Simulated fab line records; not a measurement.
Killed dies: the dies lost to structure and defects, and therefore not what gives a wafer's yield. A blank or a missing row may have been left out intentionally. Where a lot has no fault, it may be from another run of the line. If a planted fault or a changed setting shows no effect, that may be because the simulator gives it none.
The tool behind it: which one? :: flow nandHarc :: 11 lots with 33 wafers sampled at 4 steps, on a route of 1302 steps

## WHAT THE GAUGES READ, wafer by wafer
NHARC_A_CHANNEL_HOLE_D1_INSPECT_40.
lot: L831
measured: day 9 14:37
on: defectInspect-02
rawDefectCount: 51 48 25

lot: L837
measured: day 12 01:24
on: defectInspect-02
rawDefectCount: 1468 1431 1441

lot: L838
measured: day 12 08:41
on: defectInspect-01
rawDefectCount: 1480 1490 1433

lot: L842
measured: day 14 00:09
on: defectInspect-01
rawDefectCount: 89 52 82

lot: L845
measured: day 15 03:19
on: defectInspect-02
rawDefectCount: 58 63 44

lot: L846
measured: day 15 15:26
on: defectInspect-01
rawDefectCount: 73 106 90

lot: L847
measured: day 16 06:56
on: defectInspect-02
rawDefectCount: 76 52 59

lot: L850
measured: day 17 04:23
on: defectInspect-02
rawDefectCount: 64 53 84

lot: L851
measured: day 17 18:23
on: defectInspect-02
rawDefectCount: 38 47 32

lot: L852
measured: day 18 01:26
on: defectInspect-02
rawDefectCount: 87 56 63

lot: L853
measured: day 18 14:37
on: defectInspect-01
rawDefectCount: 32 46 32

## WHICH TOOL RAN EACH LOT (tool, then ch and the chambers of the sampled wafers, then the start)
lot: L831
NHARC_A_CHANNEL_HOLE_D1_ETCH_20: harEtch-01 ch 0, day 9 08:56
NHARC_A_CHANNEL_HOLE_D1_ETCH_26: harEtch-01 ch 0, day 9 12:34
NHARC_A_CHANNEL_HOLE_D1_ETCH_44: rieDiel-07 ch 0,1,2, day 9 13:32

lot: L837
NHARC_A_CHANNEL_HOLE_D1_ETCH_20: harEtch-01 ch 0,1, day 11 19:56
NHARC_A_CHANNEL_HOLE_D1_ETCH_26: harEtch-01 ch 0,1, day 11 23:32
NHARC_A_CHANNEL_HOLE_D1_ETCH_44: rieDiel-01 ch 0,2,3, day 12 00:26

lot: L838
NHARC_A_CHANNEL_HOLE_D1_ETCH_20: harEtch-02 ch 0, day 12 03:06
NHARC_A_CHANNEL_HOLE_D1_ETCH_26: harEtch-02 ch 0, day 12 06:46
NHARC_A_CHANNEL_HOLE_D1_ETCH_44: rieDiel-01 ch 0,1,3, day 12 07:43

lot: L842
NHARC_A_CHANNEL_HOLE_D1_ETCH_20: harEtch-01 ch 0,1, day 13 18:31
NHARC_A_CHANNEL_HOLE_D1_ETCH_26: harEtch-01 ch 0,1, day 13 22:08
NHARC_A_CHANNEL_HOLE_D1_ETCH_44: rieDiel-07 ch 0,2,3, day 13 23:06

lot: L845
NHARC_A_CHANNEL_HOLE_D1_ETCH_20: harEtch-01 ch 0,1, day 14 21:44
NHARC_A_CHANNEL_HOLE_D1_ETCH_26: harEtch-01 ch 0,1, day 15 01:24
NHARC_A_CHANNEL_HOLE_D1_ETCH_44: rieDiel-01 ch 0,1,2, day 15 02:20

lot: L846
NHARC_A_CHANNEL_HOLE_D1_ETCH_20: harEtch-02 ch 0,1, day 15 09:55
NHARC_A_CHANNEL_HOLE_D1_ETCH_26: harEtch-02 ch 0,1, day 15 13:33
NHARC_A_CHANNEL_HOLE_D1_ETCH_44: rieDiel-01 ch 1,2,3, day 15 14:29

lot: L847
NHARC_A_CHANNEL_HOLE_D1_ETCH_20: harEtch-01 ch 0,1, day 16 00:59
NHARC_A_CHANNEL_HOLE_D1_ETCH_26: harEtch-01 ch 0,1, day 16 04:37
NHARC_A_CHANNEL_HOLE_D1_ETCH_44: rieDiel-01 ch 2,3, day 16 05:37

lot: L850
NHARC_A_CHANNEL_HOLE_D1_ETCH_20: harEtch-01 ch 1, day 16 22:52
NHARC_A_CHANNEL_HOLE_D1_ETCH_26: harEtch-01 ch 1, day 17 02:29
NHARC_A_CHANNEL_HOLE_D1_ETCH_44: rieDiel-08 ch 0,1, day 17 03:24

lot: L851
NHARC_A_CHANNEL_HOLE_D1_ETCH_20: harEtch-02 ch 0,1, day 17 12:34
NHARC_A_CHANNEL_HOLE_D1_ETCH_26: harEtch-02 ch 0,1, day 17 16:13
NHARC_A_CHANNEL_HOLE_D1_ETCH_44: rieDiel-01 ch 2,3, day 17 17:18

lot: L852
NHARC_A_CHANNEL_HOLE_D1_ETCH_20: harEtch-01 ch 0,1, day 17 19:44
NHARC_A_CHANNEL_HOLE_D1_ETCH_26: harEtch-01 ch 0,1, day 17 23:23
NHARC_A_CHANNEL_HOLE_D1_ETCH_44: rieDiel-01 ch 1,2,3, day 18 00:20

lot: L853
NHARC_A_CHANNEL_HOLE_D1_ETCH_20: harEtch-02 ch 0, day 18 08:37
NHARC_A_CHANNEL_HOLE_D1_ETCH_26: harEtch-02 ch 0, day 18 12:14
NHARC_A_CHANNEL_HOLE_D1_ETCH_44: rieDiel-01 ch 2,3, day 18 13:15
- NHARC_A_CHANNEL_HOLE_D1_ETCH_20: etches the open film in C4F8/O2/Ar, time 361.9 s, target depth 1600 nm.
- NHARC_A_CHANNEL_HOLE_D1_ETCH_26: etches the open film in C4F8/O2/Ar, time 224.1 s, target depth 300 nm.
- NHARC_A_CHANNEL_HOLE_D1_ETCH_44: etches the open film in CF4/O2, target depth 140 nm, overetch 14 nm, time 77 s.

## THE ANSWER, worked out from the rows above alone
Rule: the usual values come from the lots themselves. The widest of any qualifying gaps counts: lots, ordered by their means at a reading, are off when they make up no more than a third of the lots, leave a main group of 4 or more, and stand apart from it by 3 or more times the standard deviation of that group's means. A main group whose means are all the same, to the digits that the tables above print for the reading, isn't used. Also off: a lot with no number at a reading for which 4 or more lots have one. Any other lot the step has rows for is counted as sound.
Off, at NHARC_A_CHANNEL_HOLE_D1_INSPECT_40 on rawDefectCount: L837, L838. Main group: mean 59, sd 17.
If a tool, at a process step before that reading, ran all the lots that are off and no sound lot after the first of them, it fits. The gauges at NHARC_A_CHANNEL_HOLE_D1_INSPECT_40 are tried like those tools. No candidate that was tried fits.

## WHAT WAS PUT IN BY THE SIMULATOR
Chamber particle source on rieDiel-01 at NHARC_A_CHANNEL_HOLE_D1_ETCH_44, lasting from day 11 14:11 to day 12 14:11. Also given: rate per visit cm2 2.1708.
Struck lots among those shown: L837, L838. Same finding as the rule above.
